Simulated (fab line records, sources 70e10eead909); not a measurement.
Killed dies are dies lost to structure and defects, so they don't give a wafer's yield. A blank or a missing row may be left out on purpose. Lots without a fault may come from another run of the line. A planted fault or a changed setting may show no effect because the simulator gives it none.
Chamber matching | flow nand_harc | NHARC_P_M0_CMP_23 on cmp-03: 4 sister chambers
The step polishes, t overpolish 20 s, target thk 117.54 nm. 4 wafers are shown with their chamber, then 7 later ones without.

WAFERS WITH THEIR CHAMBER
wafer  | chamber | motor_current_A (A)
L091.3 | 3       | 11.9
L091.5 | 1       | 11.3
L093.1 | 0       | 12.3
L093.4 | 2       | 11.1

WAFERS WITHOUT THEIR CHAMBER
wafer  | motor_current_A (A)
L093.6 | 11.8
L096.2 | 11.9
L096.3 | 12.3
L096.4 | 11.5
L097.1 | 11.3
L097.3 | 11.7
L097.6 | 11.1

WHICH CHAMBER EACH WENT THROUGH
wafer  | from the rows above          | in truth
L093.6 | 3                            | 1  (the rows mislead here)
L096.2 | 3                            | 3
L096.3 | 0                            | 0
L096.4 | can't be placed: 1 or 2 or 3 | 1
L097.1 | can't be placed: 1 or 2      | 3
L097.3 | can't be placed: 3 or 1      | 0
L097.6 | can't be placed: 2 or 1      | 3
Placed correctly: 2 of 7. Can't be placed from these rows: 4 (the true chamber is among the candidates in 1). Placed wrongly: 1.
How it was worked out, from the rows above alone: a wafer's distance from a chamber is the root of the sum, over the readings, of the square of ((its reading less the chamber's mean) divided by the reading's scatter). The wafer belongs to the nearest chamber; if the next one is less than 2 further off, it can't be placed. A chamber's mean is the mean of its shown wafers. The scatter: with one shown wafer a chamber, the root of the mean of the squares of how far each hidden wafer lies from its nearest shown one.
